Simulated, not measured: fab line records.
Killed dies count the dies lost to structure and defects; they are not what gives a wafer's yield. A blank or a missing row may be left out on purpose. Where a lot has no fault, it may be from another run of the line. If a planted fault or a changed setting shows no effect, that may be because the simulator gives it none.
Split-lot study -- flow n5_finfet -- route with 1938 steps; 7 lots, 21 wafers read

## ABOUT THE SPLIT
At N5_FIN_SAQP_ALD_61 (deposits SiO2, target thk 4 nm, pulse time 1 s, purge time 2 s), the setting temp_c was moved away from the recipe's 300 C on 10 of the 21 wafers read, by -3.8% to +2.8%. For the rest of the wafers, this setting stayed at what the recipe calls for.

The reading comes from the split's own step.

## THE READING
SiO2_of_FIN_SAQP_ALD_61.thk_nm (the simulator's own value, which no gauge read), in nm, at N5_FIN_SAQP_ALD_61 (deposits SiO2, target thk 4 nm, pulse time 1 s, purge time 2 s). There is no usual value for it anywhere in the file. The 11 wafers here that ran the recipe average 3.993 nm, standard deviation 0.0092 nm.

wafer,"tool, chamber at the split","temp_c as run, C",against the recipe,"SiO2_of_FIN_SAQP_ALD_61.thk_nm, nm",against lot-mates on the recipe
L074.1,"ald_sin-02, 0",300,recipe,4.005,-
L074.2,"ald_sin-02, 1",300,recipe,3.994,-
L074.4,"ald_sin-02, 2",300,recipe,3.975,-
L081.3,"ald_sin-04, 2",305.9,+2.0%,3.957,-0.051
L081.4,"ald_sin-04, 3",300,recipe,4.008,-
L081.6,"ald_sin-04, 0",305.9,+2.0%,3.944,-0.064
L083.1,"ald_sin-02, 3",308.5,+2.8%,3.979,no lot-mate on the recipe
L083.5,"ald_sin-02, 0",308.5,+2.8%,3.971,no lot-mate on the recipe
L083.6,"ald_sin-02, 3",308.5,+2.8%,3.973,no lot-mate on the recipe
L091.3,"ald_sin-02, 3",288.6,-3.8%,4.156,+0.166
L091.4,"ald_sin-02, 2",300,recipe,3.996,-
L091.5,"ald_sin-02, 3",300,recipe,3.984,-
L092.1,"ald_sin-02, 2",300,recipe,3.988,-
L092.3,"ald_sin-02, 0",289,-3.7%,4.179,+0.191
L092.4,"ald_sin-02, 1",289,-3.7%,4.142,+0.154
L095.1,"ald_sin-04, 1",293.9,-2.0%,4.082,+0.099
L095.3,"ald_sin-04, 0",293.9,-2.0%,4.059,+0.076
L095.5,"ald_sin-04, 2",300,recipe,3.983,-
L097.1,"ald_sin-03, 2",300,recipe,3.997,-
L097.2,"ald_sin-03, 1",300,recipe,3.995,-
L097.3,"ald_sin-03, 0",300,recipe,3.993,-

THE FIT
A straight line over all 21 wafers: SiO2_of_FIN_SAQP_ALD_61.thk_nm changes by -0.0299 nm for each +1% of temp_c; r = -0.90; the points scatter about the line by 0.03 nm.
The same after taking each lot's own level away (the mean of its wafers on the recipe; 18 wafers): -0.0422 nm for each +1%; r = -0.98; scatter 0.014 nm.
That fit puts the effect of the largest move of temp_c on the reading at 0.16 nm.
The span of the lots' own levels, 3.9830 to 4.0080 nm, comes to 2.7 times the standard deviation stated above.
In other words, the slope is changed by the lot-to-lot level; the two fits disagree.
Check: +0.165 nm against its lot-mates is what the line predicts for one of the wafers moved furthest among these (-3.8%) when that wafer is left out of the fit. Against them it came out at +0.166 nm.

## OTHER SPLITS ON THESE WAFERS
Note: prior to the reading, these wafers also went through further splits. Each is held against what the fit with the lots' levels taken away leaves over:
other split on the same wafers,wafers away from the commonest value,r with SiO2_of_FIN_SAQP_ALD_61.thk_nm (lot level and that fit taken away)
N5_WELL_APT_EXPOSE_05 dose_mj,9,-0.55
N5_WELL_APT_DESCUM_13 time_s,4,-0.07

## THE FILE'S OWN FIT
SiO2_of_FIN_SAQP_ALD_61.thk_nm changes by -0.0433 nm for each +1% of temp_c, r = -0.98.
